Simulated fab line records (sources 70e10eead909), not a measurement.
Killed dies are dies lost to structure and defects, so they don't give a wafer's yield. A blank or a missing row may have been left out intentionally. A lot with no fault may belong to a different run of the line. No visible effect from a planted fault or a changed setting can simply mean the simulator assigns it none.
Chamber matching | flow nand_harc | rie_diel-03 running NHARC_A_CHANNEL_FILL_D1_STRIP_28: 4 sister chambers
The step strips in O2, time 20 s. 14 wafers are shown with their chamber, then 7 later ones without.

== WAFERS, EACH WITH ITS CHAMBER ==
wafer  | chamber | oes_product_au (a.u.) | rf_vpp_V (V) | throttle_valve_pct (%)
L082.1 | 2       | 1.002                 | 59.1         | 17.037
L082.4 | 0       | 0.995                 | 56.9         | 17.047
L082.6 | 0       | 1.004                 | 58.7         | 17.036
L083.1 | 2       | 0.997                 | 58.2         | 17.029
L083.2 | 0       | 0.997                 | 58.3         | 17.053
L083.5 | 2       | 1.002                 | 58.7         | 17.024
L087.3 | 1       | 1.009                 | 57.6         | 17.032
L087.5 | 2       | 0.995                 | 59.2         | 17.021
L087.6 | 3       | 1.003                 | 57.5         | 17.044
L089.1 | 1       | 1.016                 | 58.8         | 17.041
L089.2 | 0       | 0.986                 | 57.1         | 17.042
L089.5 | 3       | 1.007                 | 57.6         | 17.034
L090.1 | 2       | 0.999                 | 59.7         | 17.045
L090.3 | 1       | 1.018                 | 57.5         | 17.021

SIGNATURES (means of the wafers above)
reading            | chamber 0 | chamber 1 | chamber 2 | chamber 3 | scatter within a chamber
oes_product_au     | 0.99550   | 1.01433   | 0.99900   | 1.00500   | 0.00506
rf_vpp_V           | 57.750    | 57.967    | 58.980    | 57.550    | 0.683
throttle_valve_pct | 17.04450  | 17.03133  | 17.03120  | 17.03900  | 0.0089
Rule: a wafer's distance from a chamber is the root of the sum, over the readings, of the square of ((its reading less the chamber's mean) divided by the reading's scatter). If the next closest chamber is less than 2 further off than the closest, the wafer can't be placed; otherwise it belongs to the closest. The scatter is the square root of a quotient: the sum, over the shown wafers, of each reading's squared deviation from its chamber's mean, divided by wafers minus chambers.

== WAFERS WHOSE CHAMBER IS MISSING ==
wafer  | oes_product_au (a.u.) | rf_vpp_V (V) | throttle_valve_pct (%)
L090.6 | 1.005                 | 57.8         | 17.021
L091.1 | 1.018                 | 59.0         | 17.038
L091.5 | 0.993                 | 57.8         | 17.034
L091.6 | 1.006                 | 58.6         | 17.028
L093.1 | 1.019                 | 56.2         | 17.040
L093.3 | 1.005                 | 59.3         | 17.053
L093.4 | 0.987                 | 57.4         | 17.038

== EACH ONE'S CHAMBER ==
wafer  | from the rows above               | in truth
L090.6 | can't be placed: 3 or 1 or 2 or 0 | 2
L091.1 | can't be placed: 1 or 3 or 2      | 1
L091.5 | can't be placed: 0 or 2 or 3      | 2
L091.6 | can't be placed: 2 or 1 or 3 or 0 | 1
L093.1 | can't be placed: 1 or 3           | 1
L093.3 | can't be placed: 2 or 3 or 0 or 1 | 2
L093.4 | can't be placed: 0 or 2 or 3      | 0
Placed correctly: 0 of 7. These rows do not allow placing 7 (true chamber among the candidates in 7). Number placed wrongly: 0.
